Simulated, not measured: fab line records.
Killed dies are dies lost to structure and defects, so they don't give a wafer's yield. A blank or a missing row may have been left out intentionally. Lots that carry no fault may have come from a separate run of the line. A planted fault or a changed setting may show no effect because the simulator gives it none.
fab line records	flow nandHarc
record: lots: 5	wafers: 15	lastDay: 34
route steps=1302 shown P_GATE@126
lots with no fault: from the same line, run without faults
startH: hours from the record's opening day to when the first of the lot's shown wafers began	waitH: hours since the lot's step before	" unchanged from the row above	L1.1+2: several wafers, shown together as one row	- value missing, or start not given	* or withheld: withheld	< > ~ a bound
route shown NAME@n: a module of which the file shows steps, and the number in the route of the first	usual: average and standard deviation across the fault-free wafers	same: alike in all rows	chamber/n: place in a boat	sites: readings site by site	_std_site: standard deviation of those values	_edge_site: inner sites' mean taken away from outer sites' mean	radiusMm: for every site, how far away it sits from the centre of the wafer	mask NAME#n: copy n	behind: the last tool/chamber to shape the wafer	hold: why the lot went on hold/how many hours it stayed there/how the hold came to an end	device: the transistor (n, p or np) that didn't switch	end of line: at the end of the route, the tests of the same wafers	step lacking rows: just its recipe	killed: dies that structure and defects cost at the first sort, which is not the same as the wafer's yield	map: a wafer's dies, x killed, . not, _ none there
set.NAME: the setting as run; set.NAME@STEP: as run at that earlier step	model.NAME: the simulator's own value behind a step, which no gauge read
certain route steps with their lots: each step a table, each wafer a row
services: when a tool's chamber went out of use (startH, in hours from the record's first day, below 0 if earlier), for how many hours, and the reason
== steps ==
step: NHARC_P_GATE_STRIP_15
recipe: timeS: 780	tempC: 130	chemistry: SPM
step: NHARC_P_GATE_PRECLEAN_71
recipe: timeS: *	tempC: 50	bathAgeMin: 0	chemistry: SC1
step: NHARC_P_GATE_SRD_72
step: NHARC_P_GATE_OXIDE_16
recipe: targetThkA: 30	tempC: 875	oxTimeS: 392	material: SiO2
step: NHARC_P_GATE_CVD_17
recipe: targetThkA: 1500	tempC: 620	timeS: 900	material: poly-Si
step: NHARC_P_GATE_HM_DEP_102
recipe: targetThkA: 1200	tempC: 400	material: aC
usual: throttleValvePct: 35.000/0.0092
lot.wafer	tool	chamber	startH	waitH	throttleValvePct
L745.4	aclDep-01	0	116.99	0.7	35.016
L745.5	"	0	"	"	35.006
L745.6	"	0	"	"	35.006
L751.2	aclDep-03	0	173.88	0.8	35.004
L751.3	"	0	"	"	34.979
L751.4	"	0	"	"	35.018
L763.2	aclDep-02	0	300.25	4.9	35.004
L763.5	"	0	"	"	35.009
L763.6	"	0	"	"	34.995
L764.2	aclDep-01	0	306.48	2.9	35.006
L764.5	"	0	"	"	34.985
L764.6	"	0	"	"	35.010
L766.3	aclDep-03	0	333.33	5.6	34.999
L766.4	"	0	"	"	34.995
L766.6	"	0	"	"	34.999
step: NHARC_P_GATE_DEP_103
recipe: targetThkA: 300	targetThkNm: 30	tempC: 400	flowSccm: 200	rfW: 350	material: SiON
usual: heaterPowerW: 720/62
lot.wafer	tool	chamber	startH	waitH	heaterPowerW
L745.6	pecvd-02	1	117.42	0.1	676
L745.5	"	2	"	"	696
L745.4	"	0	"	"	677
L751.3	pecvd-02	2	174.46	0.4	763
L751.2	"	0	"	"	620
L751.4	"	2	"	"	771
L763.2	pecvd-01	2	300.81	0.5	687
L763.5	"	2	"	"	669
L763.6	"	1	"	"	799
L764.2	pecvd-03	2	307.09	0.5	727
L764.6	"	2	"	"	729
L764.5	"	0	"	"	609
L766.3	pecvd-03	1	333.79	0.3	694
L766.4	"	2	"	"	759
L766.6	"	0	"	"	624
step: NHARC_P_GATE_DEHYDRATE_18
recipe: tempC: 150	timeS: 120
step: NHARC_P_GATE_HMDS_19
recipe: timeS: 30
step: NHARC_P_GATE_COAT_20
recipe: spinRpm: 1500	resistThkNm: 90
step: NHARC_P_GATE_SOFTBAKE_21
recipe: tempC: 105	timeS: 55
step: NHARC_P_GATE_EBR_22
step: NHARC_P_GATE_EXPOSE_23
recipe: na: 1.35	targetCdNm: 120	doseMj: 93.91	maskId: P_GATE
lot.wafer	tool	chamber	startH	waitH	mask
L745.4+5+6	arfiScanner-03	0	117.76	-	P_GATE#0
L751.2+3+4	arfiScanner-02	0	174.88	-	P_GATE_R1#0
L763.2+5+6	arfiScanner-02	0	301.42	-	P_GATE#0
L764.2+5+6	arfiScanner-03	0	307.61	-	P_GATE#0
L766.3+4+6	arfiScanner-03	0	334.21	-	P_GATE#0
step: NHARC_P_GATE_PEB_24
recipe: pebTempC: 100	pebTimeS: 65
step: NHARC_P_GATE_DEVELOP_25
recipe: developTimeS: 35	devTempC: 23
step: NHARC_P_GATE_CD_MEAS_26
recipe: targetCdNm: 120	landingEnergyEv: 500
usual: cdNm: 120.3/0.59
lot.wafer	tool	chamber	startH	waitH	cdNm
L745.4	cdSem-03	0	117.89	-	120.4
L745.5	"	0	"	"	119.9
L745.6	"	0	"	"	120.2
L751.2	cdSem-02	0	175.01	-	112.3
L751.3	"	0	"	"	112.3
L751.4	"	0	"	"	113.2
L763.2	cdSem-01	0	301.56	-	120.6
L763.5	"	0	"	"	121.3
L763.6	"	0	"	"	121.1
L764.2	cdSem-02	0	307.74	-	120.4
L764.5	"	0	"	"	120.6
L764.6	"	0	"	"	120.4
L766.3	cdSem-02	0	334.34	-	119.3
L766.4	"	0	"	"	119.3
L766.6	"	0	"	"	119.9
step: NHARC_P_GATE_OVL_MEAS_27
usual: overlayXNm: 0.0/0.77	overlayYNm: 0.0/0.75
lot.wafer	tool	chamber	startH	waitH	overlayXNm	overlayYNm
L745.4	overlay-02	-	117.97	-	-0.3	-0.8
L745.5	"	-	"	"	0.1	-0.9
L745.6	"	-	"	"	0.1	-0.9
L751.2	overlay-02	-	175.10	-	-0.1	0.3
L751.3	"	-	"	"	-0.2	0.9
L751.4	"	-	"	"	-0.7	0.0
L763.2	overlay-02	-	301.65	-	-1.4	-0.3
L763.5	"	-	"	"	-1.3	0.3
L763.6	"	-	"	"	-0.9	-0.1
L764.2	overlay-02	-	307.83	-	0.3	0.5
L764.5	"	-	"	"	0.7	0.6
L764.6	"	-	"	"	0.3	0.7
L766.3	overlay-01	-	334.43	-	-0.3	-1.9
L766.4	"	-	"	"	-0.1	-1.3
L766.6	"	-	"	"	-0.1	-1.8
step: NHARC_P_GATE_INSPECT_28
usual: rawDefectCount: 6/3.1
lot.wafer	tool	chamber	startH	waitH	rawDefectCount
L745.4	defectInspect-01	-	118.01	0.0	6
L745.5	"	-	"	"	3
L745.6	"	-	"	"	7
L751.2	defectInspect-02	-	175.14	0.0	5
L751.3	"	-	"	"	3
L751.4	"	-	"	"	9
L763.2	defectInspect-01	-	301.68	0.0	8
L763.5	"	-	"	"	3
L763.6	"	-	"	"	12
L764.2	defectInspect-01	-	307.87	0.0	12
L764.5	"	-	"	"	16
L764.6	"	-	"	"	7
L766.3	defectInspect-02	-	334.46	0.0	8
L766.4	"	-	"	"	6
L766.6	"	-	"	"	7
step: NHARC_P_GATE_DESCUM_31
recipe: timeS: 3	o2FlowSccm: 200	arFlowSccm: 0	biasPowerW: 0	chemistry: O2
usual: drypumpMotorCurrentA: 5.9/0.33	oesProductAu: 0.994/0.0097	rfVppV: 57.9/0.95	showerheadPlenumPTorr: 1.93/0.096	throttleValvePct: 11.311/0.0093
same: biasPowerW: 0
lot.wafer	tool	chamber	startH	waitH	drypumpMotorCurrentA	oesProductAu	rfHoursCounterH	rfVppV	showerheadPlenumPTorr	throttleValvePct	model.P_GATE.cdNm
L745.4	rieDiel-04	1	118.09	0.1	5.4	0.997	8	57.8	2.05	11.314	120.6
L745.6	"	2	"	"	5.7	0.999	-	55.5	1.97	11.305	120
L745.5	"	3	"	"	6.5	1.010	-	60.3	2.06	11.310	120
L751.2	rieDiel-04	0	175.20	0.1	5.5	0.981	10	58.4	1.97	11.323	112.7
L751.3	"	1	"	"	5.4	0.983	9	59.4	2.05	11.309	112.4
L751.4	"	3	"	"	6.5	0.999	10	60.1	2.06	11.292	112.7
L763.2	rieDiel-10	0	301.77	0.1	6.2	1.008	4	58.4	1.94	11.305	120.8
L763.6	"	1	"	"	6.1	0.997	-	56.4	1.80	11.313	120.9
L763.5	"	2	"	"	6.0	1.004	-	55.9	2.00	11.310	121.3
L764.2	rieDiel-12	0	307.94	0.1	6.0	1.018	2	58.6	1.81	11.318	120.5
L764.6	"	2	"	"	5.6	0.987	-	58.0	1.93	11.299	120.6
L764.5	"	3	"	"	5.8	0.996	-	57.8	1.78	11.314	120.8
L766.3	rieDiel-04	2	334.53	0.1	5.7	0.995	5	59.2	1.97	11.305	120.3
L766.4	"	0	"	"	5.4	0.994	7	56.3	1.97	11.304	119.5
L766.6	"	1	"	"	5.4	0.999	-	56.8	2.05	11.317	119.7
step: NHARC_P_GATE_ETCH_104
recipe: targetDepthA: 600	timeS: withheld	cf4FlowSccm: 100	chf3FlowSccm: 30	arFlowSccm: 0	rfW: 500	biasW: 200	chemistry: CF4/CHF3
usual: drypumpMotorCurrentA: 5.9/0.32	oesProductAu: 0.939/0.022	rfVppV: 370.8/2.7	showerheadPlenumPTorr: 1.58/0.074	throttleValvePct: 16.802/0.0099
lot.wafer	tool	chamber	startH	waitH	drypumpMotorCurrentA	oesProductAu	rfVppV	showerheadPlenumPTorr	throttleValvePct
L745.4	rieDiel-04	0	118.16	0.1	5.5	0.955	371.7	1.62	16.803
L745.6	"	1	"	"	5.4	0.957	374.9	1.68	16.804
L745.5	"	2	"	"	5.6	0.947	371.5	1.62	16.818
L751.2	rieDiel-04	2	175.29	0.1	5.7	0.977	372.0	1.62	16.814
L751.4	"	3	"	"	6.5	0.989	372.5	1.68	16.796
L751.3	"	0	"	"	5.5	0.953	372.1	1.62	16.816
L763.2	rieDiel-10	2	301.83	0.1	6.0	0.917	373.8	1.64	16.799
L763.5	"	1	"	"	6.1	0.913	367.1	1.48	16.818
L763.6	"	2	"	"	6.0	0.928	371.4	1.64	16.803
L764.2	rieDiel-12	2	308.02	0.1	5.6	0.923	372.1	1.58	16.810
L764.6	"	1	"	"	6.2	0.930	369.8	1.49	16.796
L764.5	"	2	"	"	5.6	0.920	371.2	1.58	16.824
L766.3	rieDiel-04	1	334.61	0.1	5.4	0.924	373.8	1.68	16.804
L766.4	"	0	"	"	5.5	0.926	372.3	1.62	16.792
L766.6	"	1	"	"	5.4	0.925	373.2	1.68	16.794
step: NHARC_P_GATE_HM_OPEN_105
recipe: targetDepthA: 3600	o2FlowSccm: 400	cosFlowSccm: 20	arFlowSccm: 0	rfW: 500	biasW: 300	chemistry: O2/COS
usual: drypumpMotorCurrentA: 5.9/0.33	oesProductAu: 0.994/0.01	rfVppV: 467/3.2	showerheadPlenumPTorr: 3.14/0.15	throttleValvePct: 28.330/0.0089
lot.wafer	tool	chamber	startH	waitH	drypumpMotorCurrentA	oesProductAu	rfHoursCounterH	rfVppV	showerheadPlenumPTorr	throttleValvePct
L745.4	rieDiel-04	1	-	-	5.4	0.992	8	472	3.34	28.340
L745.6	"	0	"	"	5.5	0.997	-	468	3.21	28.333
L745.5	"	1	"	"	5.4	1.001	-	472	3.34	28.339
L751.2	rieDiel-04	3	-	-	6.5	1.001	10	471	3.34	28.340
L751.3	"	1	"	"	5.4	0.995	9	471	3.34	28.331
L751.4	"	2	"	"	5.6	0.996	11	469	3.21	28.333
L763.2	rieDiel-10	2	-	-	6.0	1.003	5	471	3.25	28.338
L763.6	"	0	"	"	6.2	1.010	-	468	3.16	28.336
L763.5	"	1	"	"	6.1	0.996	-	464	2.94	28.315
L764.2	rieDiel-12	2	-	-	5.6	1.002	1	469	3.14	28.330
L764.5	"	3	"	"	5.8	1.010	-	463	2.92	28.323
L764.6	"	0	"	"	6.0	1.014	-	463	2.96	28.323
L766.4	rieDiel-04	3	-	-	6.5	1.014	5	472	3.34	28.327
L766.3	"	2	"	"	5.7	0.993	5	468	3.21	28.326
L766.6	"	3	"	"	6.5	0.998	-	473	3.34	28.333
step: NHARC_P_GATE_STRIP_106
recipe: o2FlowSccm: 400	cosFlowSccm: 20	arFlowSccm: 0	biasW: 0	chemistry: O2/COS
step: NHARC_P_GATE_ETCH_114
recipe: targetDepthA: 300	overetchA: 30	timeS: 16.5	ionEnergyEv: 100	cf4FlowSccm: 80	o2FlowSccm: 20	arFlowSccm: 0	rfW: 300	biasW: 100	chemistry: CF4/O2
usual: drypumpMotorCurrentA: 5.9/0.32	oes_ar_750_au: 1.000/0.0048	oesProductAu: 0.995/0.0098	rfVppV: 198.0/1.5	showerheadPlenumPTorr: 1.34/0.066	throttleValvePct: 13.397/0.0095
lot.wafer	tool	chamber	startH	waitH	drypumpMotorCurrentA	oes_ar_750_au	oesProductAu	rfHoursCounterH	rfVppV	showerheadPlenumPTorr	throttleValvePct
L745.4	rieDiel-04	0	-	-	5.5	1.000	0.985	8	197.0	1.37	13.380
L745.6	"	1	"	"	5.4	1.005	0.987	-	199.0	1.43	13.398
L745.5	"	2	"	"	5.7	1.005	0.997	-	196.7	1.38	13.383
L751.2	rieDiel-04	0	-	-	5.5	1.009	0.982	10	197.4	1.37	13.400
L751.4	"	2	"	"	5.7	1.003	0.991	11	196.9	1.37	13.407
L751.3	"	3	"	"	6.5	1.010	1.006	10	199.4	1.43	13.417
L763.2	rieDiel-10	2	-	-	6.0	1.000	1.002	5	198.7	1.39	13.402
L763.6	"	2	"	"	6.0	1.000	1.003	-	199.0	1.39	13.409
L763.5	"	3	"	"	6.1	0.997	0.995	-	198.8	1.35	13.393
L764.2	rieDiel-12	3	-	-	5.8	1.003	0.992	1	196.1	1.24	13.401
L764.6	"	2	"	"	5.6	1.002	0.996	-	197.5	1.34	13.386
L764.5	"	3	"	"	5.8	0.996	1.002	-	195.2	1.24	13.390
L766.3	rieDiel-04	0	-	-	5.4	1.003	0.995	7	197.8	1.37	13.403
L766.4	"	1	"	"	5.4	0.993	0.992	7	200.5	1.43	13.402
L766.6	"	2	"	"	5.7	1.002	0.985	-	198.3	1.37	13.412
step: NHARC_P_GATE_ETCH_32
recipe: targetDepthA: 1500	overEtchFrac: 1	overEtchIonEnergyEv: 40	timeS: 100.1	hbrFlowSccm: 150	cl2FlowSccm: 50	rfW: 400	icpW: 400	biasW: 100	chemistry: HBr/Cl2
usual: drypumpMotorCurrentA: 5.9/0.53	oesProductAu: 0.998/0.011	throttleValvePct: 26.407/0.0091
lot.wafer	tool	chamber	startH	waitH	drypumpMotorCurrentA	oesProductAu	rfHoursCounterH	throttleValvePct	model.P_GATE.cdNm
L745.4	rieSi-05	2	118.55	-	6.3	1.012	1.0	26.392	119
L745.5	"	1	"	"	6.2	1.014	-	26.410	115.1
L745.6	"	2	"	"	6.3	1.009	-	26.398	121.9
L751.4	rieSi-03	2	175.66	-	5.8	0.996	0.7	26.407	117.1
L751.3	"	0	"	"	5.2	1.026	1.0	26.405	115.2
L751.2	"	1	"	"	6.0	0.992	0.9	26.400	115.3
L763.2	rieSi-05	2	302.22	-	6.3	1.015	1.1	26.403	125.8
L763.5	"	1	"	"	6.2	0.994	-	26.414	121.1
L763.6	"	2	"	"	6.3	1.022	-	26.399	121.7
L764.2	rieSi-03	3	308.39	-	5.2	0.990	0.4	26.404	121
L764.6	"	3	"	"	5.2	0.999	-	26.419	121
L764.5	"	0	"	"	5.1	1.002	-	26.411	116.9
L766.4	rieSi-06	0	334.99	-	5.3	0.999	0.3	26.400	120
L766.3	"	1	"	"	4.8	0.980	0.3	26.409	121.9
L766.6	"	1	"	"	4.8	0.977	-	26.400	117.3
step: NHARC_P_GATE_STRIP_108
recipe: o2FlowSccm: 500	arFlowSccm: 0	biasW: 0	chemistry: O2
== services ==
tool	chamber	startH	hours	kind
pecvd-03	0	108.13	9.7	repair
rieDiel-04	-	115.13	0.1	repair
aclDep-03	-	120.76	13.0	pm
arfiScanner-02	-	125.92	0.2	repair
rieSi-05	-	128.00	9.0	pm
rieDiel-12	3	135.05	6.8	repair
rieSi-03	2	139.24	7.5	repair
aclDep-01	-	139.48	9.6	repair
rieSi-05	-	142.86	0.6	repair
arfiScanner-02	-	144.87	4.0	pm
rieSi-05	3	159.68	1.1	repair
aclDep-01	-	172.56	2.3	repair
rieDiel-12	3	174.38	8.2	repair
rieDiel-04	-	177.90	9.0	pm
pecvd-03	-	185.31	13.0	pm
aclDep-01	-	186.56	13.0	pm
arfiScanner-03	-	196.08	4.0	pm
arfiScanner-02	-	216.31	2.7	repair
pecvd-02	1	217.51	4.9	repair
arfiScanner-03	-	218.73	0.7	repair
rieDiel-10	-	242.50	9.0	pm
arfiScanner-03	-	244.93	0.5	repair
rieDiel-12	-	268.40	9.0	pm
rieDiel-04	-	317.41	0.2	repair
== key ==
firstSign: step: NHARC_P_GATE_EXPOSE_23	reading: mask	direction: changed
effect: step: NHARC_P_GATE_CD_MEAS_26	reading: cdNm	direction: down	sigmas: 13	usual: 120.3	struck: 112.6
modelEffect: step: NHARC_P_GATE_DESCUM_31	value: P_GATE.cdNm	without: 120.3	struck: 112.6
modelEffect: step: NHARC_P_GATE_ETCH_32	value: P_GATE.cdNm	without: 123.6	struck: 115.9
metAt NHARC_P_GATE_EXPOSE_23
struckWafers L751.2,L751.3,L751.4
testerLeftOut L751
fault: kind: wrongMask	tool: any	chamber: -	onsetH: 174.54	steps: NHARC_P_GATE_EXPOSE_23	auxCopy: P_GATE_R1#0	cdOffsetNm: -7.7113	scope: struckLotsOnly
testerLeftOut: of these lots the tester's yield and bins aren't shown, on N5 and GAA mostly nor the transistor test; their killed dies are dies lost to structure and defects alone, not to doping, threshold or leakage, so they don't give the yield
